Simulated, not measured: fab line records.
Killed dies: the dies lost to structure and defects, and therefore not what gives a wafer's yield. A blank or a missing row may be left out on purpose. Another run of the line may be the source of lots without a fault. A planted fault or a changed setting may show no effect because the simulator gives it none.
8D (eight disciplines) problem report, filled in by code / flow n5 finfet / the parts of the form that need people (team, actions taken, sign-off) are left out

## 1. THE PROBLEM
At N5_BEOL_M8_INSPECT_30, raw defect count averages 1334 over 6 wafers from 2 lots, while fault-free wafers read 402, standard deviation 93. Relative to the usual mean, that is a shift of +10 standard deviations.
The step: inspects for defects (brightfield).
The first sign was on wafer L352.1 at day 11 08:10, on defect inspect-01. The record holds 30 wafers of 10 lots with a number at this step. Rule for "out", or "out of limits": more than 4 standard deviations from the usual mean. The rest of the wafers with a number are treated as sound.

## 2. WHAT IT IS, AND WHAT IT ISN'T
question=which readings at this step | is=raw defect count | is not=-
question=which lots | is=L352, L355 | is not=L350, L357, L359, L362, L363, L365, L366, L367
question=which wafers of those lots | is=all that have a number | is not=-
question=read on which gauges | is=defect inspect-01, defect inspect-02 | is not=-
question=when | is=from day 11 08:10 | is not=up to then (3 sound wafers); but 21 sound wafers of L357, L359, L362, L363, L365, L366, L367 came after

## 3. WHAT RULES OUT EACH SUSPECT
Counting: a tool at a process step up to the reading stays a suspect if it ran every lot that is out and no sound lot after the first of them.
- the gauge at N5_BEOL_M8_INSPECT_30: ruled out. The wafers that are out were read on 2 gauges (defect inspect-01, defect inspect-02).
- rie diel-03 at N5_BEOL_M8_ETCH_62 (etches SOC in N2/H2, target depth 110 nm, overetch 22 nm, time 165 s): ruled out as a lasting fault. The sound lots L363, L367, L365 went through it after L352, its earliest lot that is out (day 11 06:44).
- rie diel-03 at N5_BEOL_M8_STRIP_67 (strips in CF4): ruled out as a lasting fault. The sound lots L363, L367, L365 went through it after L352, its earliest lot that is out (day 11 06:53).
Left after counting: nothing in the record.

## 4. THE CAUSE (what the simulator had put in)
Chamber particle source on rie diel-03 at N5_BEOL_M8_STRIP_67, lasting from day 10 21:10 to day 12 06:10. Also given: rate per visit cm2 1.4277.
It was ruled out by counting, in error; the rule expects a fault to strike all lots run on its tool from its start on, and this fault did not.

## 5. SEQUENCE OF EFFECTS, ordered by route
One row per reading whose mean, taken over the struck wafers that have a number, lies over 3 standard deviations from the usual. Only readings whose record carries a usual standard deviation are examined. hours: median over the lots of the time between each lot's start at the first step of this table that gives one and its start at this step. sigmas: the change, counted in usual standard deviations.
hours=0; step=N5_BEOL_M8_INSPECT_30; reading=raw defect count; usual=402; on struck wafers=1334; change=+932; sigmas=+10
hours=62; step=N5_PASSIVATION_PROBE_49; reading=defect limited yield; usual=91.1 %; on struck wafers=83.5; change=-7.6; sigmas=-5.8
hours=62; step=N5_PASSIVATION_PROBE_49; reading=killed_at_M4_up; usual=13; on struck wafers=114; change=+102; sigmas=+19
hours=62; step=N5_PASSIVATION_PROBE_49; reading=killed dies; usual=106; on struck wafers=194; change=+88; sigmas=+5.9
hours=62; step=N5_PASSIVATION_PROBE_49; reading=killed on rim; usual=14; on struck wafers=26; change=+12; sigmas=+3.4
hours=62; step=N5_PASSIVATION_PROBE_49; reading=sort_bin_5_function; usual=5.2 %; on struck wafers=9.9; change=+4.7; sigmas=+5.4
hours=62; step=N5_PASSIVATION_PROBE_49; reading=sort n pass; usual=1074; on struck wafers=984; change=-90; sigmas=-6.0
hours=62; step=N5_PASSIVATION_PROBE_49; reading=sort yield pct; usual=91.0 %; on struck wafers=83.4; change=-7.6; sigmas=-5.9
It contains these process steps:
- N5_PASSIVATION_PROBE_49

## 6. HOW IT WOULD HAVE BEEN CAUGHT EARLIER
In this record the first reading out of limits at a measuring or inspecting step was taken at day 11 08:10, 11 hours after the fault began at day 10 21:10.
Tool readings at N5_BEOL_M8_STRIP_67 with a usual standard deviation given in the record: none out on any struck wafer, hence no alarm at a limit of 4 standard deviations on them.
